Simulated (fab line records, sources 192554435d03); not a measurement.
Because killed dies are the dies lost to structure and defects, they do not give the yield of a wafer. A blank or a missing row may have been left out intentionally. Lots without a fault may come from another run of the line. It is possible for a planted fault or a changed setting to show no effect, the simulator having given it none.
Split-lot study ; flow n5 finfet ; 21 wafers read from 7 lots, route of 1938 steps

== THE SPLIT ITSELF ==
At N5_BEOL_M11_COAT_59 (time 60 s, resist thk 100 nm), the setting spin rpm was moved away from the recipe's 1500 rpm on 10 of the 21 wafers read, by -8.7% to +11.1%. The other wafers ran this setting at the recipe's value.

== FROM THE SPLIT TO THE READING: what the file shows between them, 7 steps ==
- N5_BEOL_M11_COAT_60: time 60 s, resist thk 30 nm
- N5_BEOL_M11_COAT_05: resist thk 90 nm
- N5_BEOL_M11_DESCUM_16: chemistry O2, time 7.9 s
- N5_BEOL_M11_ETCH_61: etches SiARC in CF4, target depth 39 nm, time 65 s
- N5_BEOL_M11_ETCH_62: etches SOC in N2/H2, target depth 110 nm, overetch 22 nm, time 165 s
- N5_BEOL_M11_STRIP_68: strips in N2/H2
- N5_BEOL_M11_STRIP_67: strips in CF4

== THE READING ==
SOC_of_BEOL_M11_COAT_59.thk nm (the simulator's own value, which no gauge read), in nm, at N5_BEOL_M11_HM_OPEN_17 (chemistry Cl2/BCl3, target TiN, target depth 20 nm, overetch 6 nm). The file does not state a usual value for it. Here, 11 wafers ran the recipe; their average is 91.9 nm with a standard deviation of 0.3 nm.

wafer;tool, chamber at the split;spin rpm as run, rpm;against the recipe;SOC_of_BEOL_M11_COAT_59.thk nm, nm;against lot-mates on the recipe
L079.2;litho track-04, 0;1595;+6.3%;89;-3.0
L079.5;litho track-04, 0;1500;recipe;92;-
L079.6;litho track-04, 0;1595;+6.3%;89.2;-2.8
L080.1;litho track-02, 0;1500;recipe;91.6;-
L080.5;litho track-02, 0;1500;recipe;91.8;-
L080.6;litho track-02, 0;1577;+5.1%;89;-2.7
L083.1;litho track-02, 0;1666;+11.1%;86.6;-5.0
L083.2;litho track-02, 0;1500;recipe;91.6;-
L083.4;litho track-02, 0;1666;+11.1%;86.4;-5.2
L088.2;litho track-01, 0;1500;recipe;92.4;-
L088.3;litho track-01, 0;1500;recipe;92;-
L088.5;litho track-01, 0;1641;+9.4%;88;-4.2
L092.2;litho track-02, 0;1500;recipe;91.8;-
L092.5;litho track-02, 0;1500;recipe;91.2;-
L092.6;litho track-02, 0;1500;recipe;92;-
L095.1;litho track-02, 0;1370;-8.7%;97;+5.0
L095.3;litho track-02, 0;1500;recipe;92;-
L095.6;litho track-02, 0;1370;-8.7%;96.8;+4.8
L097.2;litho track-01, 0;1633;+8.9%;87.8;-4.2
L097.3;litho track-01, 0;1633;+8.9%;87.8;-4.2
L097.6;litho track-01, 0;1500;recipe;92;-

FIT RESULTS
A straight line over all 21 wafers: SOC_of_BEOL_M11_COAT_59.thk nm changes by -0.499 nm for each +1% of spin rpm; r = -0.99; the points scatter about the line by 0.38 nm.
The same after taking each lot's own level away (the mean of its wafers on the recipe; 21 wafers): -0.495 nm for each +1%; r = -1.00; scatter 0.28 nm.
On that fit, the largest move of spin rpm shifts the reading by 5.5 nm.
The lots' own levels span 91.60 to 92.20 nm, that is 2.0 times the standard deviation above.
Hence the lot-to-lot level has little effect on the slope; both slopes agree.
Check: -5.39 nm against its lot-mates is what the line predicts for one of the wafers moved furthest among these (+11.1%) when that wafer is left out of the fit. It came out at -5 nm against them.

== THE WHOLE CHAIN: every reading that the file lists as answering this split, in the file's order ==
step;what it does;reading;change (the file's fit);r (the file's)
N5_BEOL_M11_COAT_59;time 60 s, resist thk 100 nm;SOC_of_BEOL_M11_COAT_59.thk nm (the simulator's own value, which no gauge read);-0.493 nm for each +1% of the setting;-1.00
N5_BEOL_M11_ETCH_62;etches SOC in N2/H2, target depth 110 nm, overetch 22 nm, time 165 s;etch.depth nm (the simulator's own value, which no gauge read);-0.488 nm for each +1% of the setting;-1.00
N5_BEOL_M11_HM_OPEN_17;chemistry Cl2/BCl3, target TiN, target depth 20 nm, overetch 6 nm;SOC_of_BEOL_M11_COAT_59.thk nm (the simulator's own value, which no gauge read);-0.482 nm for each +1% of the setting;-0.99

== FILE'S OWN FIT ==
SOC_of_BEOL_M11_COAT_59.thk nm changes by -0.482 nm for each +1% of spin rpm, r = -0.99.
